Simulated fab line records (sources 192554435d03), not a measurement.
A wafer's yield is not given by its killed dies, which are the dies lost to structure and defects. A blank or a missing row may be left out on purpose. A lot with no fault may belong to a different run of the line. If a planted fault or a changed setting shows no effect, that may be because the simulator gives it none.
A lot that was struck, set against a sound lot + flow n5_finfet + 15 out of 1938 route steps
Sound: these wafers, L811.1, L811.4, L811.6. Struck: wafer L815.3 (L815.1, L815.4, from the same lot, were not struck and are left out); the cause is given at the end.
Per side, at each step with rows, come the tool, then ch with its chambers, and then its first start. Under that, the readings that differ: sound wafers + struck wafers + difference of the means + sigmas: that difference in standard deviations of wafers without a fault.
alike: a reading whose means differ by less than 2 such deviations, as well as words and numbers matching on both sides. not compared: withheld readings; readings where some wafer has no value; bounds like >300 that might hide an equal value; numbers whose values overlap and for which the record gives no deviation.
The two part at a step that has a row with sigmas, a row that says differs or no value, or rows on one side only. Numbers that don't overlap but have no deviation are shown without sigmas and don't part them. A reading missing from all wafers of one side parts the sides only when that side holds two or more wafers.

first, 1 step without rows for these wafers: N5_MOL_CONTACT_COAG_STRIP_69 (strips in N2/H2).
N5_MOL_CONTACT_COAG_ETCHBACK_136: etches SiO2 in CHF3, target depth 25 nm, time 16.7 s.
  sound on rie_diel-02 ch 2,3, day 6 01:11; struck on rie_diel-06 ch 1, day 7 00:20
| reading                | sound             | struck | difference | sigmas |
|------------------------|-------------------|--------|------------|--------|
| throttle_valve_pct (%) | 18.34 18.35 18.83 | 19.18  | +0.67      | +3     |
  alike: bias_w, drypump_motor_current_A, mfc_ar_sccm, oes_product_au, rf_vpp_V, showerhead_plenum_p_Torr
  not compared: rf_hours_counter_h
then, 1 step without rows for these wafers: N5_MOL_CONTACT_COAG_STRIP_120 (strips in CHF3).
N5_MOL_CONTACT_COAG_VIA_ETCH_117: etches SiO2 in C4F6/O2, target depth 40 nm, overetch 8 nm, time 26 s.
  sound on rie_diel-02 ch 2,3, day 6 01:14; struck on rie_diel-06 ch 1, day 7 00:22
| reading                | sound          | struck | difference | sigmas |
|------------------------|----------------|--------|------------|--------|
| throttle_valve_pct (%) | 40.0 40.0 40.9 | 42.0   | +1.7       | +3     |
  alike: bias_w, drypump_motor_current_A, mfc_ar_sccm, oes_product_au, rf_vpp_V, showerhead_plenum_p_Torr
  not compared: rf_hours_counter_h
N5_MOL_CONTACT_COAG_ETCH_124: etches SiNx in CH3F/O2, stops on SiOC, target depth 6.5 nm.
  sound on rie_diel-02 ch 2,3, day 6 01:15; struck on rie_diel-06 ch 0, day 7 00:23
  alike: bias_w, drypump_motor_current_A, mfc_ar_sccm, oes_product_au, rf_vpp_V, showerhead_plenum_p_Torr, throttle_valve_pct
  not compared: rf_hours_counter_h
N5_MOL_CONTACT_COAG_ETCH_48: etches SiOC in C4F6/O2, target depth 15 nm, overetch 4.5 nm, time 17 s.
  sound on rie_diel-02 ch 2,3, day 6 01:17; struck on rie_diel-06 ch 1, day 7 00:26
| reading                | sound          | struck | difference | sigmas |
|------------------------|----------------|--------|------------|--------|
| throttle_valve_pct (%) | 39.6 39.6 40.4 | 41.6   | +1.7       | +3     |
  alike: bias_w, drypump_motor_current_A, mfc_ar_sccm, oes_product_au, rf_vpp_V, showerhead_plenum_p_Torr
  not compared: rf_hours_counter_h
then, 1 step without rows for these wafers: N5_MOL_CONTACT_COAG_STRIP_72 (strips in N2/H2).
N5_MOL_CONTACT_COAG_STRIP_49: strips in N2/H2, time 30 s.
  sound on plasma_asher-02 ch 0,1, day 6 01:26; struck on plasma_asher-02 ch 1, day 7 00:34
  alike: drypump_motor_current_A, h2_flow_sccm, heater_power_w, temp_c
  not compared: rf_hours_counter_h
then, 2 steps without rows for these wafers: N5_MOL_CONTACT_COAG_PRECLEAN_138 (cleans in alkaline clean, time 60 s); N5_MOL_CONTACT_COAG_SRD_139 (time 30 s).
N5_MOL_CONTACT_COAG_CD_MEAS_101: target cd 16 nm.
  sound: cd_sem-02 at day 6 01:35; struck: cd_sem-01 at day 7 00:43
  alike: cd_nm
then, 1 step without rows for these wafers: N5_MOL_CONTACT_COAG_PRE_CLEAN_121.
N5_MOL_CONTACT_COAG_CVD_140: deposits W, target thk 66.5 nm, time 215 s.
  sound on cvd_w-01 ch 0,1, day 6 01:43; struck on cvd_w-01 ch 0, day 7 00:51
| reading          | sound             | struck | difference | sigmas      |
|------------------|-------------------|--------|------------|-------------|
| run_length_s (s) | 285.5 285.7 285.9 | 371.1  | +85.4      | +99 or more |
  alike: heater_power_w
then, 1 step without rows for these wafers: N5_MOL_CONTACT_COAG_PRECLEAN_127 (cleans in DIW, time 57.5 s).
-- record jumps: 3 days separate the struck wafers' starts on either side; left off in module MOL_CONTACT_COAG, taken up again in module BEOL_M4, whose first shown step is the route's number 1111 --
N5_BEOL_M4_RC_MEAS_101:
  sound on prober-01 ch 0, day 9 13:39; struck on prober-02 ch 0, day 9 21:38
  alike: DIBL_N, DIBL_P, IOFF_N, IOFF_P, ION_N, ION_P, SS_N, SS_P, VT_N, VT_P

## WHERE THEY PART
At N5_MOL_CONTACT_COAG_ETCHBACK_136 first; at N5_MOL_CONTACT_COAG_CVD_140 last (within this record only). Later steps at which nothing parts them and some readings are alike: N5_BEOL_M4_RC_MEAS_101.

WHY: the cause the simulator had injected
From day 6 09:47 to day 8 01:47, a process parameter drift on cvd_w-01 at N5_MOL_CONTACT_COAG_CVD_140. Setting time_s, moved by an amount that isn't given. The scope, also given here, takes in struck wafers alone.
